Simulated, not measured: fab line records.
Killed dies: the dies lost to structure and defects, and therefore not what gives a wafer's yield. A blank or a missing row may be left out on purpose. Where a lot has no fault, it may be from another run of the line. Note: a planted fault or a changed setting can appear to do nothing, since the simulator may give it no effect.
Problem report in the 8D (eight disciplines) form, filled by code -- flow nandHarc -- the parts of the form that need people (team, actions taken, sign-off) are left out

== 1. THE PROBLEM ==
thkNm at NHARC_A_ONON_D2_THK_MEAS_18 reads a mean of 535 nm on 1 wafer of 1 lot; wafers without a fault read 1000 nm with a standard deviation of 11. That is -42 standard deviations from the usual mean.
The step: measures by ellipsometry.
The first sign was on wafer L640.4 at day 21 07:02, on filmMetro-01. Wafers with a number at this step in the record: 38, from 13 lots. By rule, "out" or "out of limits" means more than 4 standard deviations away from the usual mean. The rest of the wafers with a number are treated as sound.

== 2. WHAT IT IS, AND WHAT IT ISN'T ==
question,is,is not
which readings at this step,thkNm,-
which lots,L640,"L619, L620, L621, L622, L623, L624, L625, L626, L627, L628, L631, L641"
which wafers of those lots,L640.4,L640.2
read on which gauges,filmMetro-01,filmMetro-02
when,from day 21 07:02,up to then (34 sound wafers); but 3 sound wafers of L641 came after

== 3. WHAT RULES OUT EACH SUSPECT ==
Counting: a tool at a process step up to the reading stays a suspect if it ran every lot that is out. Sound lots after the first of them don't rule it out here, since some wafers of a struck lot are sound.
- the gauge at NHARC_A_ONON_D2_THK_MEAS_18: kept. All the wafers that are out were read on filmMetro-01, and no step on other tools shows them out.
- pecvd-03 at NHARC_A_DECK1_JOINT_DEP_16 (deposits SiO2, target thk 45 nm): kept. It processed L640, the lot that is out, at day 20 19:32, and its most recent sound lot before then was L631 at day 16 20:13.
- pecvdOnon-04 at NHARC_A_ONON_D2_DEP_16 (target thk 1000 nm): kept. It processed L640, the lot that is out, at day 21 06:35, and its most recent sound lot before then was L631 at day 17 06:16.
- Within pecvd-03 at NHARC_A_DECK1_JOINT_DEP_16, the wafers that are out were processed in chamber 2 and their sound lot-mates in chamber 0.
pecvd-03 at NHARC_A_DECK1_JOINT_DEP_16, pecvdOnon-04 at NHARC_A_ONON_D2_DEP_16 and filmMetro-01 at NHARC_A_ONON_D2_THK_MEAS_18 are what is left after counting.

== 4. THE CAUSE (what the simulator had put in) ==
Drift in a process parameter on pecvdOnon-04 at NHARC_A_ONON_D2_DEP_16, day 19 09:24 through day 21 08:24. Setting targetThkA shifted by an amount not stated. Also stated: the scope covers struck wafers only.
3 suspects survive the count, and this tool is in that group.

== 5. THE EFFECT CHAIN, in route order ==
Each row: a reading where the mean over the struck wafers with a number is more than 3 standard deviations away from the usual. Scope: only readings with a usual standard deviation given in the record; hours: median across lots of the time from each lot's start at the first step in this table that gives one to its start at this step; sigmas: change in usual standard deviations.
hours,step,reading,usual,on struck wafers,change,sigmas
0,NHARC_A_ONON_D2_THK_MEAS_18,thkNm,1000 nm,535,-465,-42

== 6. WHAT WOULD HAVE CAUGHT IT SOONER ==
The first out-of-limits reading at a measuring or inspecting step in this record came at day 21 07:02, 46 hours after the fault's start at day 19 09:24.
Tool readings at NHARC_A_ONON_D2_DEP_16 with a usual standard deviation given in the record: none out on any struck wafer, hence no alarm at a limit of 4 standard deviations on them.
All the lots that are out (1) had begun NHARC_A_ONON_D2_DEP_16 on pecvdOnon-04 by day 21 07:02. A hold on the tool at that time would have spared none of them.
